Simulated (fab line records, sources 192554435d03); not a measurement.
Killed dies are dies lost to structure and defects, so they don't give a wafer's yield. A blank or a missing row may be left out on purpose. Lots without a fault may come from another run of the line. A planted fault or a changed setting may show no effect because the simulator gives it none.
fab line records | flow n5_finfet
record lots=7 wafers=21 last_day=17
route steps=1938 shown BEOL_M5@1127 PASSIVATION@1936
lots that met no fault: from a run of the same line without faults
start_h: hours from the record's first day to the start of the lot's first wafer shown | wait_h: hours since the lot's step before | " the same as in the row above | L1.1+2: a row that stands for several wafers | - no value, or no start given | * or withheld: withheld | < > ~ a bound
route shown NAME@n: a module of which the file shows steps, and the number in the route of the first | usual: mean/standard deviation of fault-free wafers | same: alike in all rows | chamber/n: place in a boat | sites: the reading at each site | _std_site: their standard deviation | _edge_site: outer sites' mean less inner sites' | radius_mm: how far each site lies from the wafer's centre | mask NAME#n: copy n | behind: the tool/chamber that last shaped the wafer | hold: why the lot was held/for how many hours/how that ended | device: the transistor (n, p or np) that didn't switch | end of line: the same wafers' tests at the end of the route | a step without rows: its recipe alone | killed: dies lost to structure and defects at the first sort, not the wafer's yield | map: a wafer's dies, x killed, . not, _ none there
set.NAME: the setting as run; set.NAME@STEP: as run at that earlier step | model.NAME: the simulator's own value behind a step, which no gauge read
lots at some steps of the route; a table a step, a row a wafer
services: from which hour (start_h, from the record's first day; less than 0 if before it) a tool's chamber was out of use, for how many hours, and why
## steps
# step N5_BEOL_M5_OVL_MEAS_12
# recipe points_per_wafer=522
# usual M5_OVL=-0.8/0.77
# same points_per_wafer=522
# columns lot.wafer tool chamber start_h wait_h M5_OVL[nm]
L586.1 overlay-02 0 164.40 0.0 -0.4
L586.2 " 0 " " -2.0
L586.6 " 0 " " -1.6
L592.1 overlay-01 0 206.94 0.0 1.2
L592.2 " 0 " " 0.3
L592.6 " 0 " " -0.7
L597.2 overlay-02 0 244.72 0.0 -2.3
L597.3 " 0 " " -1.3
L597.5 " 0 " " -0.9
L600.2 overlay-01 0 263.63 0.0 -1.5
L600.5 " 0 " " -0.8
L600.6 " 0 " " -1.6
L601.2 overlay-02 0 280.56 0.0 -1.9
L601.3 " 0 " " -0.4
L601.6 " 0 " " -0.8
L602.3 overlay-02 0 281.70 0.0 0.1
L602.4 " 0 " " -0.7
L602.6 " 0 " " -1.1
L606.1 overlay-01 0 301.03 0.0 -1.0
L606.4 " 0 " " -1.1
L606.6 " 0 " " -2.0
# step N5_BEOL_M5_INSPECT_13
# recipe mode=adi inspect_instrument=brightfield
# usual raw_defect_count=407/90
# columns lot.wafer tool chamber start_h wait_h raw_defect_count
L586.1 defect_inspect-02 - 164.46 0.1 401
L586.2 " - " " 426
L586.6 " - " " 492
L592.1 defect_inspect-01 - 207.00 0.1 332
L592.2 " - " " 307
L592.6 " - " " 444
L597.2 defect_inspect-02 - 244.78 0.0 332
L597.3 " - " " 302
L597.5 " - " " 348
L600.2 defect_inspect-01 - 263.69 0.0 501
L600.5 " - " " 592
L600.6 " - " " 456
L601.2 defect_inspect-02 - 280.61 0.0 416
L601.3 " - " " 380
L601.6 " - " " 341
L602.3 defect_inspect-02 - 281.74 0.0 313
L602.4 " - " " 323
L602.6 " - " " 418
L606.1 defect_inspect-02 - 301.09 0.1 421
L606.4 " - " " 368
L606.6 " - " " 357
# step N5_BEOL_M5_DESCUM_16
# recipe chemistry=O2 time_s=7 source_power_w=50 bias_power_w=20 pressure_mtorr=20 rf_frequency_hz=2.712e+07 temp_c=40 resist=CAR-EUV o2_flow_sccm=225
# step N5_BEOL_M5_ETCH_72
# recipe chemistry=N2/H2 target=underlayer target_depth_a=65 mask_material=CAR-EUV time_s=5.2 ion_energy_ev=200 pressure_mtorr=30 source_w=840 bias_w=150 n2_flow_sccm=200 h2_flow_sccm=200 ends=cleared
# usual bias_w=150.0/0.47 drypump_motor_current_A=5.9/0.44 etch_rf_on_time_s=5.24/0.12 oes_product_au=0.65/0.064 rf_vpp_V=524.6/2.9 showerhead_plenum_p_Torr=2.57/0.096 throttle_valve_pct=17.83/0.21
# columns lot.wafer tool chamber start_h wait_h bias_w drypump_motor_current_A etch_rf_on_time_s oes_product_au rf_hours_counter_h rf_vpp_V showerhead_plenum_p_Torr throttle_valve_pct
L586.1 rie_diel-01 2 165.06 0.0 150.3 6.4 5.34 0.62 170 521.8 2.44 17.68
L586.2 " 0 " " 150.4 5.6 5.16 0.70 68 528.8 2.69 17.86
L586.6 " 3 " " 150.1 5.7 5.39 0.61 - 526.3 2.63 17.86
L592.1 rie_diel-01 3 207.07 0.0 149.8 5.7 5.29 0.60 206 524.6 2.63 17.89
L592.2 " 2 " " 149.8 6.4 5.26 0.62 182 519.8 2.43 17.71
L592.6 " 3 " " 149.4 5.7 5.32 0.61 - 526.7 2.63 17.90
L597.2 rie_diel-05 2 244.84 0.0 150.0 5.6 5.16 0.83 1 524.3 2.60 17.61
L597.3 " 3 " " 150.6 5.8 5.35 0.59 207 525.7 2.63 18.05
L597.5 " 0 " " 150.0 5.5 5.31 0.62 - 523.5 2.43 18.12
L600.2 rie_diel-01 0 263.75 0.0 149.5 5.5 5.19 0.68 96 525.7 2.68 17.88
L600.5 " 2 " " 150.2 6.4 5.26 0.61 - 519.5 2.42 17.76
L600.6 " 1 " " 149.9 6.3 5.04 0.66 - 526.3 2.64 17.41
L601.2 rie_diel-06 1 281.05 0.0 150.7 5.8 5.25 0.69 78 523.9 2.58 17.85
L601.3 " 0 " " 150.2 4.9 5.24 0.79 9 527.5 2.69 17.87
L601.6 " 0 " " 150.9 5.0 5.27 0.80 - 526.5 2.69 17.84
L602.3 rie_diel-05 2 282.00 0.0 149.8 5.6 5.16 0.80 12 525.6 2.60 17.65
L602.4 " 0 " " 149.1 5.5 5.30 0.61 - 521.1 2.43 18.15
L602.6 " 3 " " 149.6 5.8 5.33 0.58 - 523.9 2.63 18.08
L606.1 rie_diel-06 2 301.16 0.0 149.9 6.4 5.46 0.59 229 521.1 2.49 17.76
L606.4 " 3 " " 149.8 6.3 5.28 0.64 125 524.5 2.57 18.06
L606.6 " 1 " " 150.1 5.8 5.17 0.68 - 525.5 2.58 17.87
# step N5_BEOL_M5_ETCH_61
# recipe chemistry=CF4 target=SiARC target_depth_a=156 mask_material=CAR-EUV time_s=26 ion_energy_ev=80 pressure_mtorr=40 source_w=545 bias_w=36 Ar_flow_sccm=100 cf4_flow_sccm=100 ends=cleared
# usual bias_w=35.99/0.093 drypump_motor_current_A=5.9/0.44 etch_rf_on_time_s=26.2/0.53 oes_product_au=0.65/0.064 rf_vpp_V=184.4/1.1 showerhead_plenum_p_Torr=2.16/0.078 throttle_valve_pct=15.62/0.19
# columns lot.wafer tool chamber start_h wait_h bias_w drypump_motor_current_A etch_rf_on_time_s oes_product_au rf_hours_counter_h rf_vpp_V showerhead_plenum_p_Torr throttle_valve_pct
L586.1 rie_diel-01 2 165.07 0.0 35.88 6.3 26.2 0.63 170 183.4 2.05 15.50
L586.2 " 0 " " 35.99 5.5 25.6 0.71 68 185.7 2.27 15.68
L586.6 " 3 " " 36.04 5.7 26.6 0.61 - 184.0 2.21 15.55
L592.1 rie_diel-01 3 207.09 0.0 35.99 5.7 26.6 0.61 206 184.7 2.21 15.58
L592.2 " 2 " " 36.08 6.4 26.2 0.61 182 182.6 2.05 15.52
L592.6 " 3 " " 35.98 5.7 26.5 0.61 - 185.4 2.21 15.58
L597.2 rie_diel-05 2 244.86 0.0 35.98 5.6 26.1 0.84 1 185.0 2.18 15.32
L597.3 " 3 " " 36.09 5.8 26.6 0.60 207 185.2 2.22 15.86
L597.5 " 0 " " 36.10 5.5 26.5 0.63 - 182.1 2.06 15.86
L600.2 rie_diel-01 0 263.77 0.0 35.88 5.5 25.7 0.68 96 184.5 2.26 15.75
L600.5 " 2 " " 36.03 6.4 26.2 0.61 - 183.6 2.04 15.55
L600.6 " 1 " " 35.95 6.3 25.1 0.66 - 184.1 2.21 15.27
L601.2 rie_diel-06 1 281.06 0.0 35.84 5.8 25.4 0.70 78 185.3 2.18 15.61
L601.3 " 0 " " 35.95 4.9 26.0 0.81 9 186.0 2.28 15.72
L601.6 " 0 " " 36.04 4.9 25.9 0.80 - 186.3 2.28 15.72
L602.3 rie_diel-05 2 282.02 0.0 36.13 5.6 25.9 0.80 12 184.0 2.18 15.35
L602.4 " 0 " " 36.05 5.5 26.5 0.60 - 182.6 2.05 15.88
L602.6 " 3 " " 36.07 5.7 26.8 0.59 - 183.7 2.22 15.90
L606.1 rie_diel-06 2 301.18 0.0 35.91 6.3 27.6 0.57 229 182.3 2.12 15.64
L606.4 " 3 " " 35.99 6.3 26.3 0.65 125 184.7 2.17 15.73
L606.6 " 1 " " 36.09 5.9 26.2 0.68 - 184.3 2.18 15.63
# step N5_BEOL_M5_ETCH_62
# recipe chemistry=N2/H2 target=SOC target_depth_a=750 overetch_a=150 mask_material=SiARC temp_c=40 time_s=112.5 ion_energy_ev=200 pressure_mtorr=30 source_w=840 bias_w=150 n2_flow_sccm=200 h2_flow_sccm=200
# usual bias_w=150.0/0.42 drypump_motor_current_A=5.9/0.44 oes_product_au=0.60/0.057 rf_vpp_V=524.6/2.8 showerhead_plenum_p_Torr=2.57/0.096 throttle_valve_pct=17.79/0.21
# columns lot.wafer tool chamber start_h wait_h bias_w drypump_motor_current_A oes_product_au rf_hours_counter_h rf_vpp_V showerhead_plenum_p_Torr throttle_valve_pct
L586.1 rie_diel-01 2 165.10 0.0 149.9 6.4 0.58 170 522.1 2.44 17.66
L586.2 " 0 " " 150.1 5.5 0.65 68 526.4 2.69 17.84
L586.6 " 3 " " 149.7 5.7 0.57 - 527.5 2.63 17.84
L592.1 rie_diel-01 3 207.11 0.0 150.9 5.7 0.57 206 526.2 2.63 17.84
L592.2 " 2 " " 150.2 6.4 0.58 182 520.8 2.43 17.67
L592.6 " 3 " " 150.1 5.7 0.56 - 527.8 2.63 17.84
L597.2 rie_diel-05 2 244.89 0.0 150.4 5.6 0.77 2 526.2 2.60 17.58
L597.3 " 3 " " 150.2 5.8 0.56 207 527.8 2.63 18.03
L597.5 " 0 " " 149.6 5.5 0.58 - 520.4 2.43 18.08
L600.2 rie_diel-01 0 263.80 0.0 149.2 5.5 0.63 96 527.2 2.68 17.89
L600.5 " 2 " " 149.8 6.4 0.57 - 521.7 2.43 17.69
L600.6 " 1 " " 149.5 6.3 0.60 - 526.0 2.63 17.36
L601.2 rie_diel-06 1 281.09 0.0 149.7 5.9 0.64 78 525.1 2.58 17.82
L601.3 " 0 " " 149.6 4.9 0.74 9 527.6 2.69 17.83
L601.6 " 0 " " 150.2 4.9 0.74 - 529.0 2.69 17.82
L602.3 rie_diel-05 2 282.05 0.0 150.1 5.7 0.73 13 524.8 2.59 17.62
L602.4 " 0 " " 149.8 5.5 0.58 - 520.4 2.43 18.11
L602.6 " 3 " " 149.8 5.8 0.56 - 525.2 2.63 18.06
L606.1 rie_diel-06 2 301.20 0.0 149.4 6.4 0.55 229 522.3 2.49 17.75
L606.4 " 3 " " 150.0 6.3 0.61 125 522.2 2.57 18.01
L606.6 " 1 " " 150.1 5.9 0.63 - 523.9 2.58 17.82
# step N5_BEOL_M5_STRIP_63
# recipe chemistry=N2/H2 temp_c=40 n2_flow_sccm=200 h2_flow_sccm=200 rf_frequency_hz=6e+07
# step N5_BEOL_M5_STRIP_73
# recipe chemistry=N2/H2 temp_c=40 n2_flow_sccm=200 h2_flow_sccm=200 rf_frequency_hz=6e+07
# step N5_BEOL_M5_STRIP_64
# recipe chemistry=CF4 resist=SiARC power_w=300 bias_power_w=75 pressure_mtorr=50 cf4_flow_sccm=150 rf_frequency_hz=6e+07
# usual drypump_motor_current_A=5.9/0.44 oes_product_au=0.76/0.07 rf_vpp_V=271.5/1.7 showerhead_plenum_p_Torr=1.81/0.063 throttle_valve_pct=13.60/0.19
# columns lot.wafer tool chamber start_h wait_h drypump_motor_current_A oes_product_au rf_hours_counter_h rf_vpp_V showerhead_plenum_p_Torr throttle_valve_pct
L586.1 rie_diel-01 2 165.23 0.0 6.4 0.73 170 269.8 1.72 13.51
L586.2 " 0 " " 5.5 0.81 68 272.2 1.90 13.65
L586.6 " 3 " " 5.7 0.72 - 271.7 1.85 13.56
L592.1 rie_diel-01 3 207.24 0.0 5.7 0.71 206 272.7 1.85 13.58
L592.2 " 2 " " 6.4 0.72 182 269.7 1.72 13.53
L592.6 " 3 " " 5.7 0.71 - 273.3 1.85 13.60
L597.2 rie_diel-05 2 245.02 0.0 5.6 0.96 2 272.4 1.82 13.26
L597.3 " 3 " " 5.8 0.70 207 272.9 1.86 13.85
L597.5 " 0 " " 5.5 0.73 - 270.4 1.73 13.84
L600.2 rie_diel-01 0 263.93 0.0 5.4 0.79 96 273.1 1.90 13.72
L600.5 " 2 " " 6.4 0.71 - 269.1 1.71 13.58
L600.6 " 1 " " 6.3 0.74 - 273.7 1.84 13.25
L601.2 rie_diel-06 1 281.22 0.0 5.8 0.80 78 271.4 1.82 13.54
L601.3 " 0 " " 4.9 0.92 9 273.3 1.90 13.64
L601.6 " 0 " " 4.9 0.92 - 272.8 1.90 13.64
L602.3 rie_diel-05 2 282.17 0.0 5.6 0.92 13 272.0 1.82 13.28
L602.4 " 0 " " 5.6 0.72 - 268.3 1.72 13.86
L602.6 " 3 " " 5.8 0.70 - 270.5 1.86 13.88
L606.1 rie_diel-06 2 301.33 0.0 6.3 0.69 229 271.0 1.78 13.67
L606.4 " 3 " " 6.3 0.76 125 270.0 1.82 13.68
L606.6 " 1 " " 5.8 0.79 - 271.6 1.82 13.55
# step N5_BEOL_M5_HM_OPEN_17
# recipe chemistry=Cl2/BCl3 target_depth_a=200 overetch_a=60 target=TiN mask_material=SOC ion_energy_ev=150 pressure_mtorr=10 icp_w=1000 bias_w=126 Cl2_flow_sccm=53.25 bcl3_flow_sccm=21.75 Ar_flow_sccm=25
# usual bias_w=125.9/0.4 drypump_motor_current_A=5.9/0.44 oes_product_au=0.64/0.11 throttle_valve_pct=22.14/0.24
# columns lot.wafer tool chamber start_h wait_h bias_w drypump_motor_current_A oes_product_au rf_hours_counter_h throttle_valve_pct
L586.1 rie_metal-01 1 165.27 0.0 126.0 5.4 0.58 74 22.02
L586.2 " 0 " " 126.1 5.5 0.52 122 22.31
L586.6 " 1 " " 125.3 5.4 0.59 - 22.02
L592.1 rie_metal-01 0 207.28 0.0 125.7 5.6 0.52 123 22.28
L592.2 " 1 " " 126.4 5.4 0.60 75 21.97
L592.6 " 1 " " 125.7 5.4 0.60 - 21.97
L597.2 rie_metal-01 0 245.06 0.0 126.2 5.6 0.86 0 21.88
L597.3 " 1 " " 126.0 5.4 0.59 - 22.01
L597.5 " 1 " " 125.7 5.4 0.59 - 22.01
L600.2 rie_metal-03 0 263.97 0.0 126.1 5.6 0.55 111 22.32
L600.5 " 0 " " 125.6 5.5 0.54 - 22.35
L600.6 " 1 " " 125.9 5.5 0.64 - 22.66
L601.2 rie_metal-01 1 281.26 0.0 126.3 5.4 0.57 84 22.04
L601.3 " 1 " " 125.8 5.4 0.57 - 22.03
L601.6 " 0 " " 126.5 5.5 0.81 - 21.90
L602.3 rie_metal-02 0 282.24 0.1 126.4 6.3 0.73 - 22.24
L602.4 " 1 " " 126.3 6.4 0.52 - 21.95
L602.6 " 1 " " 125.6 6.4 0.52 - 21.94
L606.1 rie_metal-03 1 301.37 0.0 125.7 5.5 0.64 61 22.67
L606.4 " 1 " " 125.7 5.5 0.64 - 22.67
L606.6 " 0 " " 126.1 5.5 0.54 - 22.35
# step N5_BEOL_M5_STRIP_19
# recipe chemistry=O2 power_w=400 temp_c=40 pressure_mtorr=30 rf_frequency_hz=6e+07 bias_power_w=0 overash_fraction=0.2 o2_flow_sccm=225
# step N5_BEOL_M5_CD_MEAS_18
# recipe pitch_nm=56 target_cd_nm=28
# usual cd_nm=27.9/0.39
# columns lot.wafer tool chamber start_h wait_h cd_nm
L586.1 cd_sem-02 - 165.56 0.0 27.8
L586.2 " - " " 28.7
L586.6 " - " " 28.1
L592.1 cd_sem-03 - 207.48 0.1 27.6
L592.2 " - " " 27.4
L592.6 " - " " 27.7
L597.2 cd_sem-03 - 245.42 0.1 27.9
L597.3 " - " " 28.0
L597.5 " - " " 28.1
L600.2 cd_sem-02 - 264.15 0.1 27.8
L600.5 " - " " 28.5
L600.6 " - " " 28.4
L601.2 cd_sem-01 - 281.59 0.1 27.6
L601.3 " - " " 27.5
L601.6 " - " " 27.7
L602.3 cd_sem-02 - 282.53 0.1 28.2
L602.4 " - " " 27.8
L602.6 " - " " 27.7
L606.1 cd_sem-02 - 301.55 0.0 27.3
L606.4 " - " " 27.9
L606.6 " - " " 27.9
# step N5_BEOL_M5_COAT_65
# recipe resist=SOC temp_c=250 time_s=60 spin_rpm=1500 resist_thk_nm=60
# usual heater_power_total_W=500.4/1.7 plate_temp_C=249.98/0.16
# columns lot.wafer tool chamber start_h wait_h heater_power_total_W plate_temp_C
L586.1 litho_track-04 0 165.81 0.3 498.1 249.85
L586.2 " 0 " " 502.3 249.94
L586.6 " 0 " " 500.5 249.92
L592.1 litho_track-01 0 208.17 0.7 498.3 250.08
L592.2 " 0 " " 501.3 250.02
L592.6 " 0 " " 500.4 250.00
L597.2 litho_track-04 0 247.11 1.7 487.3 244.01
L597.3 " 0 " " 487.5 243.96
L597.5 " 0 " " 485.8 244.02
L600.2 litho_track-04 0 264.48 0.3 485.1 243.77
L600.5 " 0 " " 485.0 244.15
L600.6 " 0 " " 483.8 243.95
L601.2 litho_track-04 0 281.68 0.1 487.7 243.59
L601.3 " 0 " " 484.9 243.77
L601.6 " 0 " " 484.9 243.70
L602.3 litho_track-01 0 283.49 1.0 499.7 250.20
L602.4 " 0 " " 497.6 249.88
L602.6 " 0 " " 499.2 249.79
L606.1 litho_track-01 0 301.74 0.2 501.1 250.02
L606.4 " 0 " " 502.1 249.76
L606.6 " 0 " " 501.1 249.60
# step N5_BEOL_M5_COAT_66
# recipe resist=SiARC temp_c=220 time_s=60 spin_rpm=1500 resist_thk_nm=12
# step N5_PASSIVATION_PROBE_49
# usual defect_limited_yield=90.9/1.4 killed_at_M0_to_M3=37/12 killed_at_M4_up=14/5.3 killed_at_contacts=12/6.2 killed_at_front_end=41/11 killed_at_other=3.7/2.9 killed_dies=107/17 killed_open=71/12 killed_short=34/7.9 sort_bin_5_function=5.3/0.95 sort_bin_6_memory=3.4/0.7 sort_n_pass=1073/17 sort_yield_pct=90.9/1.5
# same gross_dies=1180 killed_at_back_side=0 sort_bin_4_leakage[%]=0 sort_bin_8_speed[%]=0
# columns lot.wafer tool chamber start_h wait_h defect_limited_yield[%] killed_at_M0_to_M3 killed_at_M4_up killed_at_contacts killed_at_front_end killed_at_other killed_dies killed_open killed_short sort_bin_5_function[%] sort_bin_6_memory[%] sort_n_pass sort_yield_pct[%]
L586.1 prober-02 - 272.55 0.0 91.7 40 7 18 32 1 98 61 37 4.1 3.8 1082 91.7
L586.2 prober-02 - 272.60 0.1 92.6 28 7 13 39 0 87 51 35 3.8 3.2 1093 92.6
L586.6 prober-02 - 272.80 0.3 91.0 23 5 11 67 0 106 76 29 4.7 4.1 1074 91.0
L592.1 prober-01 - 310.89 0.0 91.1 43 11 13 37 1 105 64 41 5.6 3.2 1075 91.1
L592.2 prober-01 - 310.94 0.1 91.2 30 20 9 40 5 104 64 38 4.7 3.9 1076 91.2
L592.6 prober-01 - 311.14 0.3 91.6 23 24 9 41 2 99 66 25 5.1 2.5 1081 91.6
L597.2 prober-02 - 352.86 0.1 90.4 32 14 18 48 1 113 70 42 6.1 3.0 1067 90.4
L597.3 prober-02 - 352.91 0.1 90.1 22 12 16 61 6 117 67 43 5.8 3.1 1063 90.1
L597.5 prober-02 - 353.01 0.2 92.2 29 8 7 45 3 92 64 24 4.3 3.0 1088 92.2
L600.2 prober-02 - 366.71 0.1 91.9 44 15 11 25 0 95 69 24 5.3 2.6 1085 91.9
L600.5 prober-02 - 366.86 0.2 92.9 28 14 7 31 4 84 58 25 4.1 2.8 1096 92.9
L600.6 prober-02 - 366.91 0.3 89.8 46 19 11 36 8 120 80 40 6.3 3.4 1060 89.8
L601.2 prober-01 - 374.77 0.1 93.3 24 11 17 27 0 79 56 21 4.2 2.5 1101 93.3
L601.3 prober-01 - 374.82 0.1 91.1 30 15 16 41 3 105 76 28 5.5 3.1 1075 91.1
L601.6 prober-01 - 374.97 0.3 88.9 52 21 22 35 1 131 92 38 6.8 4.0 1049 88.9
L602.3 prober-02 - 389.10 0.1 93.3 31 7 12 20 9 79 50 29 4.0 2.5 1101 93.3
L602.4 prober-02 - 389.15 0.2 90.1 31 18 12 53 3 117 78 32 5.5 3.6 1063 90.1
L602.6 prober-02 - 389.25 0.3 89.3 52 19 18 32 5 126 80 40 6.3 3.6 1054 89.3
L606.1 prober-02 - 409.52 0.0 92.3 21 17 8 43 2 91 74 17 4.7 2.9 1089 92.3
L606.4 prober-02 - 409.67 0.2 89.9 28 11 10 64 6 119 71 46 6.1 3.4 1061 89.9
L606.6 prober-02 - 409.77 0.3 88.8 30 33 19 42 8 132 87 44 6.7 4.5 1048 88.8
# killed by level:class
L586.1 MOL_CONTACT_COAG:geometric_particle:open=15 BEOL_M0_SAQP:geometric_particle:short=11 BEOL_M1:geometric_particle:open=8 BEOL_M0_SAQP:geometric_particle:open=7 GATE_CUT:geometric_particle:short=6 BEOL_M3:geometric_particle:open=6 STI_FIN_REVEAL:geometric_particle:open=5 FIN_SAQP:geometric_particle:short=4
L586.2 FIN_SAQP:geometric_particle:short=9 STI_FIN_REVEAL:geometric_particle:open=9 MOL_CONTACT_COAG:geometric_particle:open=8 BEOL_M0_SAQP:geometric_particle:open=6 BEOL_M2:geometric_particle:open=6 FIN_SAQP:geometric_particle:open=5 MOL_CONTACT_COAG:geometric_particle:short=5 BEOL_M1:geometric_particle:open=5
L586.6 STI_FIN_REVEAL:geometric_particle:open=30 FIN_SAQP:geometric_particle:open=11 BEOL_M0_SAQP:geometric_particle:open=10 MOL_CONTACT_COAG:geometric_particle:open=8 STI_FIN_REVEAL:geometric_particle:short=6 BEOL_M3:geometric_particle:open=5 FIN_SAQP:geometric_particle:short=4 MOL_CONTACT_COAG:geometric_particle:short=3
L592.1 BEOL_M0_SAQP:geometric_particle:short=15 BEOL_M0_SAQP:geometric_particle:open=12 MOL_CONTACT_COAG:geometric_particle:open=11 FIN_SAQP:geometric_particle:open=9 STI_FIN_REVEAL:geometric_particle:open=9 BEOL_M1:geometric_particle:open=9 STARTING-WAFER:geometric_particle:short=5 FIN_SAQP:geometric_particle:short=4
L592.2 FIN_SAQP:geometric_particle:open=15 BEOL_M0_SAQP:geometric_particle:short=8 BEOL_M1:geometric_particle:open=7 MOL_CONTACT_COAG:geometric_particle:open=6 BEOL_M4:geometric_particle:open=6 FIN_SAQP:geometric_particle:short=5 BEOL_M0_SAQP:geometric_particle:open=5 STI_FIN_REVEAL:geometric_particle:open=4
L592.6 BEOL_M4:geometric_particle:open=14 STI_FIN_REVEAL:geometric_particle:open=11 FIN_SAQP:geometric_particle:open=7 MOL_CONTACT_COAG:geometric_particle:open=6 BEOL_M0_SAQP:geometric_particle:open=6 HKMG_FIN:area_etch=6 FIN_SAQP:geometric_particle:short=5 BEOL_M0_SAQP:geometric_particle:short=5
L597.2 STI_FIN_REVEAL:geometric_particle:open=14 MOL_CONTACT_COAG:geometric_particle:open=12 DUMMY_GATE:geometric_particle:open=9 BEOL_M0_SAQP:geometric_particle:short=8 GATE_CUT:geometric_particle:short=7 BEOL_M0_SAQP:geometric_particle:open=7 FIN_SAQP:geometric_particle:short=6 MOL_CONTACT_COAG:geometric_particle:short=6
L597.3 MOL_CONTACT_COAG:geometric_particle:open=13 STI_FIN_REVEAL:geometric_particle:open=10 FIN_SAQP:geometric_particle:open=7 FIN_SAQP:geometric_particle:short=7 GATE_CUT:geometric_particle:short=7 DUMMY_GATE:geometric_particle:open=6 BEOL_M0_SAQP:geometric_particle:open=6 STARTING-WAFER:geometric_particle:short=6
L597.5 STI_FIN_REVEAL:geometric_particle:open=12 DUMMY_GATE:geometric_particle:open=7 BEOL_M2:geometric_particle:open=7 MOL_CONTACT_COAG:geometric_particle:open=7 BEOL_M0_SAQP:geometric_particle:open=7 BEOL_M0_SAQP:geometric_particle:short=6 GATE_CUT:geometric_particle:short=4 BEOL_M4:geometric_particle:open=4
L600.2 BEOL_M1:geometric_particle:open=9 MOL_CONTACT_COAG:geometric_particle:open=7 BEOL_M0_SAQP:geometric_particle:open=7 BEOL_M0:geometric_particle:open=7 BEOL_M3:geometric_particle:open=7 FIN_SAQP:geometric_particle:open=5 BEOL_M2:geometric_particle:open=5 ILD0:geometric_particle:short=4
L600.5 BEOL_M1:geometric_particle:open=10 BEOL_M0:geometric_particle:open=6 FIN_SAQP:geometric_particle:open=5 STI_FIN_REVEAL:geometric_particle:open=5 STARTING-WAFER:geometric_particle:short=5 BEOL_M3:geometric_particle:open=5 DUMMY_GATE:geometric_particle:open=4 MOL_CONTACT_COAG:geometric_particle:open=4
L600.6 BEOL_M0:geometric_particle:open=11 MOL_CONTACT_COAG:geometric_particle:open=9 BEOL_M0_SAQP:geometric_particle:short=9 BEOL_M4:geometric_particle:open=9 BEOL_M2:geometric_particle:open=8 FIN_SAQP:geometric_particle:open=7 MIM_TOP:geometric_particle:open=5 DUMMY_GATE:geometric_particle:open=4
L601.2 MOL_CONTACT_COAG:geometric_particle:open=14 FIN_SAQP:geometric_particle:open=8 FIN_SAQP:geometric_particle:short=8 BEOL_M2:geometric_particle:open=6 STI_FIN_REVEAL:geometric_particle:open=4 BEOL_M0_SAQP:geometric_particle:open=4 BEOL_M1:geometric_particle:open=4 BEOL_M0_SAQP:geometric_particle:short=3
L601.3 MOL_CONTACT_COAG:geometric_particle:open=15 FIN_SAQP:geometric_particle:open=10 STI_FIN_REVEAL:geometric_particle:open=9 BEOL_M0_SAQP:geometric_particle:short=9 DUMMY_GATE:geometric_particle:open=5 BEOL_M0_SAQP:geometric_particle:open=5 BEOL_M2:geometric_particle:open=5 STARTING-WAFER:geometric_particle:open=5
L601.6 MOL_CONTACT_COAG:geometric_particle:open=18 STI_FIN_REVEAL:geometric_particle:open=14 BEOL_M2:geometric_particle:open=12 BEOL_M0_SAQP:geometric_particle:short=10 BEOL_M3:geometric_particle:open=9 BEOL_M4:geometric_particle:open=7 BEOL_M0_SAQP:geometric_particle:open=7 FIN_SAQP:geometric_particle:open=5
L602.3 MOL_CONTACT_COAG:geometric_particle:open=11 BEOL_M1:geometric_particle:open=8 BEOL_M2:geometric_particle:open=8 PAD_METAL:geometric_particle:short=6 STI_FIN_REVEAL:geometric_particle:open=4 BEOL_M0_SAQP:geometric_particle:short=4 FIN_SAQP:geometric_particle:short=3 BEOL_M0:geometric_particle:open=3
L602.4 STI_FIN_REVEAL:geometric_particle:open=22 MOL_CONTACT_COAG:geometric_particle:open=9 BEOL_M4:geometric_particle:open=9 BEOL_M0_SAQP:geometric_particle:open=8 GATE_CUT:geometric_particle:short=6 BEOL_M2:geometric_particle:open=6 STI_FIN_REVEAL:geometric_particle:short=5 BEOL_M0_SAQP:geometric_particle:short=5
L602.6 MOL_CONTACT_COAG:geometric_particle:open=11 BEOL_M0_SAQP:geometric_particle:open=11 BEOL_M3:geometric_particle:open=9 BEOL_M0_SAQP:geometric_particle:short=8 BEOL_M2:geometric_particle:open=8 BEOL_M4:geometric_particle:open=8 MOL_CONTACT_COAG:geometric_particle:short=6 GATE_CUT:geometric_particle:short=5
L606.1 STI_FIN_REVEAL:geometric_particle:open=12 BEOL_M4:geometric_particle:open=9 DUMMY_GATE:geometric_particle:open=8 FIN_SAQP:geometric_particle:open=7 MOL_CONTACT_COAG:geometric_particle:open=6 BEOL_M0_SAQP:geometric_particle:open=6 FIN_SAQP:geometric_particle:short=5 BEOL_M0:geometric_particle:open=5
L606.4 STI_FIN_REVEAL:geometric_particle:open=19 FIN_SAQP:geometric_particle:open=12 FIN_SAQP:geometric_particle:short=10 MOL_CONTACT_COAG:geometric_particle:open=9 BEOL_M0_SAQP:geometric_particle:short=9 BEOL_M0_SAQP:geometric_particle:open=6 DUMMY_GATE:geometric_particle:open=5 BEOL_M2:geometric_particle:open=5
L606.6 MOL_CONTACT_COAG:geometric_particle:open=15 FIN_SAQP:geometric_particle:open=14 BEOL_M4:geometric_particle:open=12 FIN_SAQP:geometric_particle:short=9 BEOL_M0_SAQP:geometric_particle:open=9 BEOL_M0_SAQP:geometric_particle:short=8 BEOL_M5:geometric_particle:open=8 GATE_CUT:geometric_particle:short=6
## services
# columns tool chamber start_h hours kind
rie_diel-05 0 157.45 2.8 repair
rie_metal-01 - 171.73 28.1 pm
rie_diel-06 2 201.30 23.7 repair
rie_diel-06 3 202.27 7.3 repair
rie_diel-01 - 211.73 3.2 repair
rie_diel-05 2 220.81 - clean
rie_diel-05 2 220.81 - consumable_replace:focus_ring
rie_diel-05 2 220.81 17.9 scheduled_down
rie_diel-05 2 220.81 17.9 vent_cycle
rie_diel-06 0 226.90 - clean
rie_diel-06 0 226.90 - consumable_replace:focus_ring
rie_diel-06 0 226.90 - consumable_replace:showerhead
rie_diel-06 0 226.90 20.7 scheduled_down
rie_diel-06 0 226.90 20.7 vent_cycle
rie_metal-03 - 242.81 14.6 pm
rie_diel-01 - 243.61 0.2 repair
rie_metal-03 - 258.06 1.4 pm
rie_diel-06 0 271.64 2.8 repair
rie_diel-05 1 280.56 - clean
rie_diel-05 1 280.56 - consumable_replace:focus_ring
rie_diel-05 1 280.56 - consumable_replace:showerhead
rie_diel-05 1 280.56 29.9 scheduled_down
rie_diel-05 1 280.56 29.9 vent_cycle
rie_diel-05 2 296.80 2.9 repair
## key
first_sign step=N5_BEOL_M5_COAT_65 reading=plate_temp_C direction=down sigmas=39 usual=* struck=*
effect step=N5_BEOL_M5_COAT_65 reading=heater_power_total_W direction=down sigmas=8.7 usual=* struck=*
met_at N5_BEOL_M5_COAT_65
struck_wafers L597.2,L597.3,L597.5,L600.2,L600.5,L600.6,L601.2,L601.3,L601.6
onset_between 165.81 247.11
fault kind=process_parameter_drift tool=litho_track-04 chamber=- onset_h=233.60 steps=N5_BEOL_M5_COAT_65 channel=temp_c offset=* shape=step end_h=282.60 acts_in=* stated=*
